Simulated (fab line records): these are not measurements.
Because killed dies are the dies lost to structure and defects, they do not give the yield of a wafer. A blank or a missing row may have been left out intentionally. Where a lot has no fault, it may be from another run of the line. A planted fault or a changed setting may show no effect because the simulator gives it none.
Matching of chambers	flow n5_finfet	4 sister chambers for N5_BEOL_M0_SAQP_MANDREL_ETCH_20 on rie_si-01
The step etches a-Si in HBr/Cl2, stops on SiNx, target depth 60 nm, bt time 10 s, time 30 s. 27 wafers are shown with their chamber, then 12 later ones without.

== WAFERS PAIRED WITH THEIR CHAMBERS ==
wafer	chamber	drypump_motor_current_A (A)	throttle_valve_pct (%)	oes_product_au (a.u.)
L075.3	3	6.0	35.41	0.769
L075.4	2	5.5	35.40	0.789
L075.6	0	5.0	35.26	0.811
L076.2	3	6.0	35.39	0.762
L076.4	3	6.0	35.39	0.779
L076.6	2	5.5	35.39	0.790
L079.1	1	5.6	35.44	0.784
L079.3	0	5.0	35.27	0.797
L079.5	0	5.0	35.29	0.796
L080.3	3	6.1	35.39	0.764
L080.4	0	5.0	35.24	0.816
L080.5	0	5.0	35.25	0.800
L082.2	2	5.5	35.40	0.788
L082.3	1	5.7	35.46	0.771
L082.6	0	5.0	35.27	0.804
L083.1	0	5.0	35.27	0.803
L083.3	3	6.0	35.40	0.762
L083.6	2	5.4	35.38	0.788
L085.4	3	6.0	35.38	0.761
L085.5	0	5.0	35.26	0.802
L085.6	1	5.6	35.41	0.789
L089.1	1	5.6	35.47	0.778
L089.4	3	6.0	35.38	0.765
L089.6	1	5.6	35.42	0.788
L090.1	1	5.6	35.46	0.769
L090.3	3	6.0	35.40	0.758
L090.4	0	5.0	35.26	0.805

SIGNATURES, as means of the wafers listed above
reading	chamber 0	chamber 1	chamber 2	chamber 3	scatter within a chamber
drypump_motor_current_A	5.000	5.617	5.475	6.013	0.0327
throttle_valve_pct	35.2633	35.4433	35.3925	35.3925	0.0155
oes_product_au	0.80378	0.77983	0.78875	0.76500	0.00657
Rule: for a wafer and a chamber, the distance is found by dividing, reading by reading, the gap between the wafer's reading and the chamber's mean by the reading's scatter, squaring, summing and taking the root. The wafer belongs to the nearest chamber; if the next one is less than 2 further off, it can't be placed. How the scatter is found: for the shown wafers, subtract from each reading the mean of its chamber, square and add these, divide the total by (wafers less chambers), then take the root.

== WAFERS WITHOUT THEIR CHAMBER ==
wafer	drypump_motor_current_A (A)	throttle_valve_pct (%)	oes_product_au (a.u.)
L094.1	5.0	35.26	0.800
L094.2	5.6	35.45	0.775
L094.4	6.0	35.37	0.756
L095.2	5.0	35.30	0.792
L095.4	5.6	35.43	0.789
L095.6	5.0	35.27	0.795
L097.4	5.5	35.12	0.778
L097.5	5.6	35.43	0.780
L097.6	5.0	35.28	0.794
L096.2	5.6	35.44	0.784
L096.3	5.5	35.15	0.778
L096.5	5.0	35.26	0.801

== WHICH CHAMBER EACH WENT THROUGH ==
wafer	from the rows above	in truth
L094.1	0	0
L094.2	1	1
L094.4	3	3
L095.2	0	0
L095.4	1	1
L095.6	0	0
L097.4	can't be placed: 2 or 0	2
L097.5	1	1
L097.6	0	0
L096.2	1	1
L096.3	can't be placed: 2 or 0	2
L096.5	0	0
Correct placement for 10 of the 12. Unplaceable from these rows: 2, with the true chamber sitting among the candidates in 2. Wrongly placed: 0.
